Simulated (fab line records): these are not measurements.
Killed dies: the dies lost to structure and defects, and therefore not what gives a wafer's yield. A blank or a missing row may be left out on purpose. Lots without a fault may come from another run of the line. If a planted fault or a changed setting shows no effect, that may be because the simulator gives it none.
The tool behind it: which one? :: flow n5_finfet :: 9 lots with 26 wafers sampled at 5 steps, on a route of 1938 steps

== WHAT EACH GAUGE READ, for each wafer ==
N5_BEOL_M4_RC_MEAS_101.
lot: L156
measured: day 7 21:37
on: prober-02
DIBL_N (mV/V): 35.4 34.5 34.0
DIBL_P (mV/V): 33.8 34.4 34.4
IOFF_N (nA/um): 0.133 0.124 0.116
IOFF_P (nA/um): 0.15 0.15 0.16
ION_N (uA/um): 662 656 655
ION_P (uA/um): 445 451 453
RS_NWELL (ohm/sq): 1037 1043 1039
SS_N (mV/dec): 70.8 70.5 69.8
SS_P (mV/dec): 72.5 72.7 72.6
VT_N (mV): 251 254 254
VT_P (mV): -258 -256 -257

lot: L158
measured: day 8 12:00
on: prober-01
DIBL_N (mV/V): 34.8 35.9 33.8
DIBL_P (mV/V): 36.8 38.6 35.6
IOFF_N (nA/um): 0.153 0.169 0.124
IOFF_P (nA/um): 0.19 0.20 0.17
ION_N (uA/um): 687 676 654
ION_P (uA/um): 462 455 454
RS_NWELL (ohm/sq): 1046 1035 1037
SS_N (mV/dec): 71.7 72.1 71.4
SS_P (mV/dec): 73.5 73.4 72.9
VT_N (mV): 252 252 260
VT_P (mV): -255 -253 -256

lot: L163
measured: day 9 13:25
on: prober-02
DIBL_N (mV/V): 38.3 35.9 35.0
DIBL_P (mV/V): 37.6 34.8 33.7
IOFF_N (nA/um): 0.182 0.149 0.126
IOFF_P (nA/um): 0.26 0.22 0.19
ION_N (uA/um): 680 675 663
ION_P (uA/um): 468 471 461
RS_NWELL (ohm/sq): 1036 1038 1034
SS_N (mV/dec): 72.3 71.2 70.9
SS_P (mV/dec): 73.0 72.7 72.9
VT_N (mV): 247 250 252
VT_P (mV): -248 -245 -251

lot: L164
measured: day 9 17:02
on: prober-01
DIBL_N (mV/V): 36.0 36.4 36.3
DIBL_P (mV/V): 38.9 37.9 38.7
IOFF_N (nA/um): 0.162 0.158 0.175
IOFF_P (nA/um): 0.24 0.22 0.24
ION_N (uA/um): 676 681 704
ION_P (uA/um): 477 468 480
RS_NWELL (ohm/sq): 1042 1052 1042
SS_N (mV/dec): 70.3 71.3 71.8
SS_P (mV/dec): 73.6 73.6 73.8
VT_N (mV): 250 248 248
VT_P (mV): -247 -248 -245

lot: L167
measured: day 10 20:29
on: prober-01
DIBL_N (mV/V): 37.3 34.3 36.1
DIBL_P (mV/V): 35.7 32.8 35.5
IOFF_N (nA/um): 0.166 0.124 0.151
IOFF_P (nA/um): 0.25 0.20 0.24
ION_N (uA/um): 657 670 660
ION_P (uA/um): 460 469 459
RS_NWELL (ohm/sq): 1036 1035 1030
SS_N (mV/dec): 72.1 70.5 71.3
SS_P (mV/dec): 73.9 72.4 73.4
VT_N (mV): 250 252 250
VT_P (mV): -248 -249 -249

lot: L169
measured: day 11 07:04
on: prober-01
DIBL_N (mV/V): 35.1 34.1
DIBL_P (mV/V): 33.3 32.3
IOFF_N (nA/um): 0.135 0.118
IOFF_P (nA/um): 0.19 0.18
ION_N (uA/um): 662 664
ION_P (uA/um): 461 455
RS_NWELL (ohm/sq): 1043 1039
SS_N (mV/dec): 71.3 70.7
SS_P (mV/dec): 73.0 72.6
VT_N (mV): 253 254
VT_P (mV): -251 -251

lot: L170
measured: day 11 14:14
on: prober-02
DIBL_N (mV/V): 34.7 35.5 37.9
DIBL_P (mV/V): 34.8 36.1 38.3
IOFF_N (nA/um): 0.127 0.143 0.178
IOFF_P (nA/um): 0.18 0.19 0.23
ION_N (uA/um): 663 675 670
ION_P (uA/um): 454 457 457
RS_NWELL (ohm/sq): 1100 1102 1104
SS_N (mV/dec): 71.2 71.6 72.4
SS_P (mV/dec): 73.1 72.4 74.4
VT_N (mV): 253 252 251
VT_P (mV): -252 -251 -249

lot: L171
measured: day 11 17:20
on: prober-01
DIBL_N (mV/V): 37.1 37.1 37.4
DIBL_P (mV/V): 35.7 36.3 37.6
IOFF_N (nA/um): 0.152 0.158 0.155
IOFF_P (nA/um): 0.18 0.19 0.20
ION_N (uA/um): 673 670 677
ION_P (uA/um): 462 464 460
RS_NWELL (ohm/sq): 1099 1091 1101
SS_N (mV/dec): 71.7 72.0 72.0
SS_P (mV/dec): 73.0 73.3 73.9
VT_N (mV): 252 250 251
VT_P (mV): -253 -253 -250

lot: L179
measured: day 13 15:45
on: prober-02
DIBL_N (mV/V): 34.6 34.9 35.7
DIBL_P (mV/V): 34.7 33.6 34.8
IOFF_N (nA/um): 0.133 0.135 0.154
IOFF_P (nA/um): 0.19 0.16 0.19
ION_N (uA/um): 665 679 681
ION_P (uA/um): 458 461 459
RS_NWELL (ohm/sq): 1035 1030 1026
SS_N (mV/dec): 71.8 71.3 71.5
SS_P (mV/dec): 72.8 72.4 73.6
VT_N (mV): 251 252 250
VT_P (mV): -251 -253 -249

== WHICH TOOL RAN EACH LOT (tool, then ch and the chambers of the sampled wafers, then the start) ==
lot: L156
N5_ZERO_LAYER_PECVD_02: pecvd-03 ch 0,2, day 1 12:17
N5_WELL_APT_DESCUM_13: rie_diel-06 ch 1,2, day 1 14:13
N5_WELL_APT_IMPLANT_14: implanter-02 ch 0, day 1 14:22
N5_PMOS_HMC_CHANNEL_EPI_EPI_26: epi_rpcvd-04 ch 0, day 1 20:42

lot: L158
N5_ZERO_LAYER_PECVD_02: pecvd-03 ch 1,2, day 2 00:18
N5_WELL_APT_DESCUM_13: rie_diel-02 ch 1,3, day 2 02:01
N5_WELL_APT_IMPLANT_14: implanter-02 ch 0, day 2 02:11
N5_PMOS_HMC_CHANNEL_EPI_EPI_26: epi_rpcvd-04 ch 0, day 2 08:12

lot: L163
N5_ZERO_LAYER_PECVD_02: pecvd-01 ch 1,2, day 3 06:17
N5_WELL_APT_DESCUM_13: rie_diel-06 ch 0,1,2, day 3 08:05
N5_WELL_APT_IMPLANT_14: implanter-02 ch 0, day 3 08:13
N5_PMOS_HMC_CHANNEL_EPI_EPI_26: epi_rpcvd-02 ch 0, day 3 14:23

lot: L164
N5_ZERO_LAYER_PECVD_02: pecvd-03 ch 0,1,2, day 3 12:17
N5_WELL_APT_DESCUM_13: rie_diel-02 ch 0,1,3, day 3 14:32
N5_WELL_APT_IMPLANT_14: implanter-02 ch 0, day 3 14:38
N5_PMOS_HMC_CHANNEL_EPI_EPI_26: epi_rpcvd-03 ch 0, day 3 20:35

lot: L167
N5_ZERO_LAYER_PECVD_02: pecvd-01 ch 0,1,2, day 4 06:17
N5_WELL_APT_DESCUM_13: rie_diel-02 ch 0,2,3, day 4 07:46
N5_WELL_APT_IMPLANT_14: implanter-01 ch 0, day 4 07:54
N5_PMOS_HMC_CHANNEL_EPI_EPI_26: epi_rpcvd-02 ch 0, day 4 13:38

lot: L169
N5_ZERO_LAYER_PECVD_02: pecvd-04 ch 1,2, day 4 18:20
N5_WELL_APT_DESCUM_13: rie_diel-05 ch 0,1, day 4 19:40
N5_WELL_APT_IMPLANT_14: implanter-02 ch 0, day 4 19:51
N5_PMOS_HMC_CHANNEL_EPI_EPI_26: epi_rpcvd-04 ch 0, day 5 01:36

lot: L170
N5_ZERO_LAYER_PECVD_02: pecvd-04 ch 0,1,2, day 5 00:17
N5_WELL_APT_DESCUM_13: rie_diel-02 ch 1,2, day 5 01:47
N5_WELL_APT_IMPLANT_14: implanter-02 ch 0, day 5 01:53
N5_PMOS_HMC_CHANNEL_EPI_EPI_26: epi_rpcvd-02 ch 0, day 5 07:28

lot: L171
N5_ZERO_LAYER_PECVD_02: pecvd-03 ch 0,2, day 5 06:17
N5_WELL_APT_DESCUM_13: rie_diel-05 ch 0,1,2, day 5 07:58
N5_WELL_APT_IMPLANT_14: implanter-02 ch 0, day 5 08:04
N5_PMOS_HMC_CHANNEL_EPI_EPI_26: epi_rpcvd-04 ch 0, day 5 13:47

lot: L179
N5_ZERO_LAYER_PECVD_02: pecvd-03 ch 0,1,2, day 7 06:18
N5_WELL_APT_DESCUM_13: rie_diel-06 ch 0,1,2, day 7 07:40
N5_WELL_APT_IMPLANT_14: implanter-01 ch 0, day 7 07:46
N5_PMOS_HMC_CHANNEL_EPI_EPI_26: epi_rpcvd-02 ch 0, day 7 14:17
- N5_ZERO_LAYER_PECVD_02: deposits SiO2 from SiH4/N2O, target thk 10 nm, time 6 s.
- N5_WELL_APT_DESCUM_13: chemistry O2, time 7.9 s.
- N5_WELL_APT_IMPLANT_14
- N5_PMOS_HMC_CHANNEL_EPI_EPI_26: deposits Si from SiH4/H2, target thk 3.8 nm, time 22.7 s.

== WHAT THE TOOLS THEMSELVES READ (means of the sampled wafers that have a number; where no wafer has one, the mark that the record gives instead) ==
N5_ZERO_LAYER_PECVD_02.
lot: L156
tool: pecvd-03
heater_power_w (W): 791
rf_fwd_power_W (W): 271.8
showerhead_plenum_p_Torr (Torr): 8.12
susceptor_temp_C (C): 400.10

lot: L158
tool: pecvd-03
heater_power_w (W): 728
rf_fwd_power_W (W): 271.3
showerhead_plenum_p_Torr (Torr): 8.09
susceptor_temp_C (C): 400.25

lot: L163
tool: pecvd-01
heater_power_w (W): 824
rf_fwd_power_W (W): 274.2
showerhead_plenum_p_Torr (Torr): 8.19
susceptor_temp_C (C): 399.69

lot: L164
tool: pecvd-03
heater_power_w (W): 819
rf_fwd_power_W (W): 272.5
showerhead_plenum_p_Torr (Torr): 8.07
susceptor_temp_C (C): 400.20

lot: L167
tool: pecvd-01
heater_power_w (W): 814
rf_fwd_power_W (W): 272.6
showerhead_plenum_p_Torr (Torr): 8.10
susceptor_temp_C (C): 400.02

lot: L169
tool: pecvd-04
heater_power_w (W): 966
rf_fwd_power_W (W): 271.6
showerhead_plenum_p_Torr (Torr): 8.12
susceptor_temp_C (C): 399.98

lot: L170
tool: pecvd-04
heater_power_w (W): 922
rf_fwd_power_W (W): 272.6
showerhead_plenum_p_Torr (Torr): 8.09
susceptor_temp_C (C): 399.98

lot: L171
tool: pecvd-03
heater_power_w (W): 635
rf_fwd_power_W (W): 271.5
showerhead_plenum_p_Torr (Torr): 8.13
susceptor_temp_C (C): 399.78

lot: L179
tool: pecvd-03
heater_power_w (W): 774
rf_fwd_power_W (W): 272.0
showerhead_plenum_p_Torr (Torr): 8.08
susceptor_temp_C (C): 399.95

N5_WELL_APT_DESCUM_13.
lot: L156
tool: rie_diel-06
drypump_motor_current_A (A): 5.6
oes_product_au (a.u.): 0.77
rf_fwd_power_W (W): 49.49
rf_vpp_V (V): 243.5
showerhead_plenum_p_Torr (Torr): 2.16
throttle_valve_pct (%): 20.41

lot: L158
tool: rie_diel-02
drypump_motor_current_A (A): 6.2
oes_product_au (a.u.): 0.76
rf_fwd_power_W (W): 49.59
rf_vpp_V (V): 242.8
showerhead_plenum_p_Torr (Torr): 2.09
throttle_valve_pct (%): 20.30

lot: L163
tool: rie_diel-06
drypump_motor_current_A (A): 5.9
oes_product_au (a.u.): 0.76
rf_fwd_power_W (W): 49.61
rf_vpp_V (V): 243.4
showerhead_plenum_p_Torr (Torr): 2.13
throttle_valve_pct (%): 20.51

lot: L164
tool: rie_diel-02
drypump_motor_current_A (A): 6.2
oes_product_au (a.u.): 0.81
rf_fwd_power_W (W): 49.39
rf_vpp_V (V): 243.4
showerhead_plenum_p_Torr (Torr): 2.13
throttle_valve_pct (%): 20.36

lot: L167
tool: rie_diel-02
drypump_motor_current_A (A): 5.8
oes_product_au (a.u.): 0.81
rf_fwd_power_W (W): 49.79
rf_vpp_V (V): 244.5
showerhead_plenum_p_Torr (Torr): 2.15
throttle_valve_pct (%): 20.64

lot: L169
tool: rie_diel-05
drypump_motor_current_A (A): 5.8
oes_product_au (a.u.): 0.86
rf_fwd_power_W (W): 49.42
rf_vpp_V (V): 243.4
showerhead_plenum_p_Torr (Torr): 2.12
throttle_valve_pct (%): 20.61

lot: L170
tool: rie_diel-02
drypump_motor_current_A (A): 5.5
oes_product_au (a.u.): 0.73
rf_fwd_power_W (W): 49.77
rf_vpp_V (V): 242.5
showerhead_plenum_p_Torr (Torr): 2.09
throttle_valve_pct (%): 20.67

lot: L171
tool: rie_diel-05
drypump_motor_current_A (A): 5.5
oes_product_au (a.u.): 0.82
rf_fwd_power_W (W): 49.65
rf_vpp_V (V): 244.2
showerhead_plenum_p_Torr (Torr): 2.14
throttle_valve_pct (%): 20.45

lot: L179
tool: rie_diel-06
drypump_motor_current_A (A): 5.9
oes_product_au (a.u.): 0.74
rf_fwd_power_W (W): 49.60
rf_vpp_V (V): 242.9
showerhead_plenum_p_Torr (Torr): 2.12
throttle_valve_pct (%): 20.58

N5_WELL_APT_IMPLANT_14.
lot: L156
tool: implanter-02
dose_ions_cm2: 1.5002e+13
faraday_current_uA: 191

lot: L158
tool: implanter-02
dose_ions_cm2: 1.5007e+13
faraday_current_uA: 186

lot: L163
tool: implanter-02
dose_ions_cm2: 1.4987e+13
faraday_current_uA: 191

lot: L164
tool: implanter-02
dose_ions_cm2: 1.4998e+13
faraday_current_uA: 191

lot: L167
tool: implanter-01
dose_ions_cm2: 1.4981e+13
faraday_current_uA: 188

lot: L169
tool: implanter-02
dose_ions_cm2: 1.4958e+13
faraday_current_uA: 192

lot: L170
tool: implanter-02
dose_ions_cm2: 1.3507e+13
faraday_current_uA: 172

lot: L171
tool: implanter-02
dose_ions_cm2: 1.3532e+13
faraday_current_uA: 172

lot: L179
tool: implanter-01
dose_ions_cm2: 1.5003e+13
faraday_current_uA: 187

N5_PMOS_HMC_CHANNEL_EPI_EPI_26.
lot: L156
tool: epi_rpcvd-04
susceptor_temp_C (C): 650.0
throttle_valve_pct (%): 11.25

lot: L158
tool: epi_rpcvd-04
susceptor_temp_C (C): 650.2
throttle_valve_pct (%): 11.10

lot: L163
tool: epi_rpcvd-02
susceptor_temp_C (C): 649.6
throttle_valve_pct (%): 11.26

lot: L164
tool: epi_rpcvd-03
susceptor_temp_C (C): 649.9
throttle_valve_pct (%): 11.32

lot: L167
tool: epi_rpcvd-02
susceptor_temp_C (C): 649.9
throttle_valve_pct (%): 10.90

lot: L169
tool: epi_rpcvd-04
susceptor_temp_C (C): 650.0
throttle_valve_pct (%): 11.11

lot: L170
tool: epi_rpcvd-02
susceptor_temp_C (C): 649.9
throttle_valve_pct (%): 11.21

lot: L171
tool: epi_rpcvd-04
susceptor_temp_C (C): 649.9
throttle_valve_pct (%): 11.17

lot: L179
tool: epi_rpcvd-02
susceptor_temp_C (C): 649.9
throttle_valve_pct (%): 11.11

== THE ANSWER, worked out from the rows above alone ==
Rule: the lots themselves supply what counts as usual. Put in order of their means at a reading, lots are off if they are a third of the lots or fewer, leave a main group of 4 or more, and stand apart from it by a gap of 3 or more times the standard deviation of the main group's means; of several such gaps the widest counts. A main group is skipped when, at the precision printed for the reading in the tables above, its means are all equal. Also off: a lot with no number at a reading for which 4 or more lots have one. All remaining lots with rows at the step are treated as sound. The gauges are gone through in route order, then the tools' own readings, and for those a lot's mean is taken as printed above. The first step at which some lot is off is used, and at that step the reading that is off furthest; a lot without a number counts as furthest.
Off: at N5_BEOL_M4_RC_MEAS_101 (RS_NWELL), L170, L171. For the main group the mean is 1038 ohm/sq and the standard deviation 4.6.
If a tool, at a process step before that reading, ran all the lots that are off and no sound lot after the first of them, it fits. Not tried: the gauges at N5_BEOL_M4_RC_MEAS_101; whatever is off there is also off at N5_WELL_APT_IMPLANT_14, on other tools, and gauge error can't account for it. One fits: implanter-02 at N5_WELL_APT_IMPLANT_14. A fault onset in the window from L169 (day 4 19:51, its last sound lot) to L170 (day 5 01:53, its first lot off) fits.
The tool's own readings at N5_WELL_APT_IMPLANT_14 bear it out: on the lots that are off they differ by more than 5 times the standard deviation of the sound lots' means. dose_ions_cm2 reads 1.3520e+13 there against 1.4991e+13 on the sound lots; faraday_current_uA reads 172 there against 189 on the sound lots.

== WHAT WAS PUT IN BY THE SIMULATOR ==
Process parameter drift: implanter-02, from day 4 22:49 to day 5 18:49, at N5_WELL_APT_IMPLANT_14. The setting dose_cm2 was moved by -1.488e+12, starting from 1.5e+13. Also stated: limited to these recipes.
Shown lots that were struck: L170, L171. The same result came from the rule above.
